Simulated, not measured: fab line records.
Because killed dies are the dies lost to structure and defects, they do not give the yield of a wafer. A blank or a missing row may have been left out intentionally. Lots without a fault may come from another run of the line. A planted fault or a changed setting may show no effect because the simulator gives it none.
Chamber matching | flow nand harc | NHARC_P_GATE_ALD_36 on ald sin-04 has 4 sister chambers
The step deposits SiNx, target thk 20 nm, pulse time 60 s, ald cycles 223. 24 wafers are shown with their chamber, then 12 later ones without.

== WAFERS PAIRED WITH THEIR CHAMBERS ==
wafer  | chamber | heater power w (W) | precursor pulse height rel
L074.1 | 3       | 898                | 1.016
L074.2 | 0       | 923                | 0.993
L074.6 | 3       | 874                | 1.017
L077.3 | 0       | 950                | 0.989
L077.4 | 1       | 802                | 0.994
L077.2 | 2       | 850                | 1.007
L077.1 | 3       | 885                | 0.992
L077.6 | 0       | 949                | 1.011
L077.5 | 1       | 786                | 1.035
L080.4 | 3       | 881                | 1.033
L080.1 | 1       | 798                | 1.019
L080.6 | 3       | 890                | 0.997
L083.1 | 3       | 879                | 1.005
L083.6 | 1       | 809                | 0.988
L083.5 | 2       | 844                | 1.013
L085.2 | 0       | 946                | 1.003
L085.4 | 2       | 826                | 1.011
L085.5 | 0       | 946                | 0.985
L088.3 | 1       | 836                | 0.977
L088.4 | 2       | 867                | 0.987
L088.1 | 3       | 894                | 1.000
L092.1 | 2       | 872                | 1.036
L092.3 | 3       | 888                | 1.016
L092.2 | 0       | 880                | 0.994

SIGNATURES (averages over the wafers above)
reading                    | chamber 0 | chamber 1 | chamber 2 | chamber 3 | scatter within a chamber
heater power w             | 932.33    | 806.20    | 851.80    | 886.12    | 18.7
precursor pulse height rel | 0.99583   | 1.00260   | 1.01080   | 1.00950   | 0.0161
Rule: for each reading, subtract the chamber's mean from the wafer's reading, divide by that reading's scatter and square the result; add these up over the readings and take the root, which gives the wafer's distance from the chamber. If the next closest chamber is less than 2 further off than the closest, the wafer can't be placed; otherwise it belongs to the closest. How the scatter is found: for the shown wafers, subtract from each reading the mean of its chamber, square and add these, divide the total by (wafers less chambers), then take the root.

== WAFERS WITHOUT THEIR CHAMBER ==
wafer  | heater power w (W) | precursor pulse height rel
L092.5 | 876                | 1.013
L092.6 | 866                | 0.969
L092.4 | 854                | 0.970
L095.4 | 935                | 1.017
L095.1 | 876                | 0.988
L095.3 | 833                | 0.989
L095.2 | 866                | 0.982
L095.5 | 903                | 1.010
L095.6 | 875                | 0.999
L097.1 | 825                | 0.977
L097.2 | 886                | 1.018
L097.4 | 877                | 0.991

== CHAMBER TAKEN BY EACH ==
wafer  | from the rows above               | in truth
L092.5 | can't be placed: 3 or 2           | 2
L092.6 | can't be placed: 2 or 3 or 1 or 0 | 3
L092.4 | can't be placed: 2 or 3 or 1 or 0 | 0
L095.4 | can't be placed: 0 or 3           | 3
L095.1 | can't be placed: 3 or 2 or 0      | 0
L095.3 | can't be placed: 1 or 2 or 3      | 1
L095.2 | can't be placed: 2 or 3 or 1 or 0 | 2
L095.5 | can't be placed: 3 or 0 or 2      | 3
L095.6 | can't be placed: 3 or 2           | 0
L097.1 | can't be placed: 1 or 2 or 3      | 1
L097.2 | can't be placed: 3 or 2           | 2
L097.4 | can't be placed: 3 or 2 or 0      | 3
0 of 12 placed correctly. These rows do not allow placing 12 (true chamber among the candidates in 11). Placed wrongly: 0.
